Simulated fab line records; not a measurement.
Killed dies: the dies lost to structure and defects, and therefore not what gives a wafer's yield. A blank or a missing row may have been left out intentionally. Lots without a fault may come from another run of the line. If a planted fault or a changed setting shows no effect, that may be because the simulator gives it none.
Matching of chambers    flow nandHarc    4 sister chambers for NHARC_A_BLC_DESCUM_15 on rieDiel-06
The step chemistry O2, time 3 s. 24 wafers are shown with their chamber, then 12 later ones without.

WAFERS, EACH WITH ITS CHAMBER
wafer   chamber  drypumpMotorCurrentA (A)  oesProductAu (a.u.)  o2FlowSccm (sccm)
L074.3  2        6.5                       1.018                199.5
L074.4  1        5.7                       0.991                199.2
L074.6  1        5.6                       0.997                200.1
L079.1  0        5.0                       1.009                200.8
L079.5  2        6.5                       1.026                199.7
L079.6  1        5.7                       0.998                199.6
L078.2  0        5.0                       1.010                199.8
L078.4  3        5.2                       1.001                201.8
L078.5  2        6.6                       1.023                199.3
L080.1  1        5.7                       0.977                200.4
L080.2  2        6.5                       1.028                200.1
L080.3  0        5.0                       1.009                199.2
L082.1  1        5.6                       0.990                199.3
L082.3  0        5.0                       1.001                199.8
L082.6  2        6.5                       1.036                200.2
L086.1  1        5.7                       0.988                199.7
L086.3  3        5.2                       1.007                200.2
L086.5  2        6.6                       1.017                201.7
L089.2  1        5.6                       1.000                199.5
L089.3  0        5.0                       0.990                200.2
L089.6  3        5.2                       1.007                200.4
L087.3  0        5.0                       1.004                200.6
L087.5  1        5.7                       0.992                201.2
L087.6  0        5.0                       0.997                199.6

SIGNATURES (averages over the wafers above)
reading               chamber 0  chamber 1  chamber 2  chamber 3  scatter within a chamber
drypumpMotorCurrentA  5.000      5.662      6.533      5.200      0.0401
oesProductAu          1.00286    0.99162    1.02467    1.00500    0.00697
o2FlowSccm            200.000    199.875    200.083    200.800    0.717
Rule: a wafer's distance from a chamber is the root of the sum, over the readings, of the square of ((its reading less the chamber's mean) divided by the reading's scatter). The wafer belongs to the nearest chamber; if the next one is less than 2 further off, it can't be placed. The scatter is the square root of a quotient: the sum, over the shown wafers, of each reading's squared deviation from its chamber's mean, divided by wafers minus chambers.

WAFERS MISSING THEIR CHAMBER
wafer   drypumpMotorCurrentA (A)  oesProductAu (a.u.)  o2FlowSccm (sccm)
L090.1  5.0                       0.994                200.4
L090.2  5.2                       0.991                199.8
L090.6  5.2                       0.993                200.9
L094.1  6.6                       1.030                199.7
L094.2  5.2                       1.009                199.0
L094.3  5.0                       1.001                200.4
L093.3  5.7                       0.980                199.3
L093.4  5.0                       1.002                200.7
L093.5  6.5                       1.029                200.4
L097.2  5.7                       0.990                199.9
L097.3  5.0                       1.008                199.8
L097.6  5.0                       0.998                200.1

WHICH CHAMBER EACH ONE RAN IN
wafer   from the rows above  in truth
L090.1  0                    0
L090.2  3                    3
L090.6  3                    3
L094.1  2                    2
L094.2  3                    3
L094.3  0                    0
L093.3  1                    1
L093.4  0                    0
L093.5  2                    2
L097.2  1                    1
L097.3  0                    0
L097.6  0                    0
Correct placement for 12 of the 12. Number that these rows cannot place: 0. Wrongly placed: 0.
